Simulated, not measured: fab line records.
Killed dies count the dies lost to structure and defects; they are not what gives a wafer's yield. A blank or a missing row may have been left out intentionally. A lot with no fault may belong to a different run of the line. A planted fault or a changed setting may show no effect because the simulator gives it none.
Chamber matching	flow n5Finfet	N5_BEOL_M3_ALD_98 on aldSin-02 has 4 sister chambers
The step deposits SiO2, target thk 2.5 nm, pulse time 1 s, co reactant pulse time 1 s. 4 wafers are shown with their chamber, then 11 later ones without.

WAFERS PAIRED WITH THEIR CHAMBERS
wafer	chamber	heaterPowerW (W)
L082.4	0	72
L088.5	3	83
L088.6	2	74
L089.2	1	82

WAFERS WITHOUT THEIR CHAMBER
wafer	heaterPowerW (W)
L089.5	72
L089.6	81
L095.2	73
L095.4	80
L095.5	74
L096.1	81
L096.4	83
L096.6	80
L097.3	84
L097.4	82
L097.6	72

THE CHAMBER EACH PASSED THROUGH
wafer	from the rows above	in truth
L089.5	can't be placed: 0 or 2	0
L089.6	can't be placed: 1 or 3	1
L095.2	can't be placed: 0 or 2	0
L095.4	can't be placed: 1 or 3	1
L095.5	can't be placed: 2 or 0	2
L096.1	can't be placed: 1 or 3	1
L096.4	can't be placed: 3 or 1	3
L096.6	can't be placed: 1 or 3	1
L097.3	can't be placed: 3 or 1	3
L097.4	can't be placed: 1 or 3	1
L097.6	can't be placed: 0 or 2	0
Placed correctly: 0 of 11. Not placeable from these rows: 11 (in 11, the candidates include the true chamber). Number placed wrongly: 0.
How it was worked out, from the rows above alone: a wafer's distance from a chamber is the root of the sum, over the readings, of the square of ((its reading less the chamber's mean) divided by the reading's scatter). The wafer belongs to the nearest chamber; if the next one is less than 2 further off, it can't be placed. For every chamber, the mean is computed from those of its wafers that are shown. The scatter: with one shown wafer a chamber, the root of the mean of the squares of how far each hidden wafer lies from its nearest shown one.
